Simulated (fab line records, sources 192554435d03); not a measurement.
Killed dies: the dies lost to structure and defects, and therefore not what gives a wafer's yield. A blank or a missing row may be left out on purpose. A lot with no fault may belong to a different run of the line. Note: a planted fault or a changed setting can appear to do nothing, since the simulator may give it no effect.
One fault through the eyes of 2 desks :: flow n5_finfet :: every desk sees just its own numbers, and what lay behind them comes last

== AT THE TOOL OWNER'S DESK: krf_scanner-02 ==
The tool's own readings at N5_PASSIVATION_EXPOSE_27 (exposes mask PAD, defocus 0 nm): means of the sampled wafers that have a number, for each lot that ran on this tool. Any lot whose mean is over 4 standard deviations away from the usual mean is out of limits and marked OUT; that distance is given in the brackets.
Columns: A = exposure_dose_mJ_cm2 at N5_PASSIVATION_EXPOSE_27, usual 32.30; B = focus_offset_nm at N5_PASSIVATION_EXPOSE_27, usual -0.1 nm
lot: L285
first seen here: day 12 00:15
A: 32.28
B: -0.0

lot: L290
first seen here: day 13 09:33
A: 32.30
B: -0.6

lot: L293
first seen here: day 13 12:19
A: 32.35
B: -0.5

lot: L294
first seen here: day 14 09:11
A: 32.25
B: -0.3

lot: L302
first seen here: day 16 18:47
A: 29.28 (-80) OUT
B: -0.4

lot: L303
first seen here: day 16 23:21
A: 29.32 (-78) OUT
B: 0.1
This desk's finding: out of limits on L302, L303; first on L302, day 16 18:47 (exposure_dose_mJ_cm2 at N5_PASSIVATION_EXPOSE_27). In limits: L285, L290, L293, L294.

== METROLOGY DESK ==
What the gauges read for every lot (on any tool): the sampled wafers with a number, averaged. Any lot whose mean is over 4 standard deviations away from the usual mean is out of limits and marked OUT; that distance is given in the brackets.
Columns: A = cd_nm at N5_PASSIVATION_CD_MEAS_30, usual 4001.5 nm
lot: L285
first seen here: day 12 00:25
A: 3999.4

lot: L288
first seen here: day 13 03:54
A: 4000.8

lot: L290
first seen here: day 13 09:43
A: 4001.1

lot: L293
first seen here: day 13 12:30
A: 4001.5

lot: L292
first seen here: day 13 16:05
A: 4003.9

lot: L294
first seen here: day 14 09:22
A: 4004.8

lot: L302
first seen here: day 16 18:58
A: 3980.1 (-11) OUT

lot: L303
first seen here: day 16 23:31
A: 3980.7 (-10) OUT

lot: L305
first seen here: day 17 16:00
A: 4002.4
This desk's finding: out of limits on L302, L303; first on L302, day 16 18:58 (cd_nm at N5_PASSIVATION_CD_MEAS_30). In limits: L285, L288, L290, L293, L292, L294, L305.

== PUT TOGETHER ==
The tool owner's desk could have raised an alarm at day 16 18:47, on L302, L303.
At day 16 18:58 the metrology desk could have sounded an alarm, on L302, L303.
Every lot named ran N5_PASSIVATION_EXPOSE_27 on krf_scanner-02.

== WHAT THE SIMULATOR HAD INSERTED ==
Drift in process parameters on krf_scanner-02 at N5_PASSIVATION_EXPOSE_27, starting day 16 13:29. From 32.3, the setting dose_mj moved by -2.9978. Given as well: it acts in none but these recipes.
Lots struck among those shown: L302, L303.
Time in hours from fault onset to the first out-of-limits reading at each desk: tool owner's desk 5, metrology desk 5.
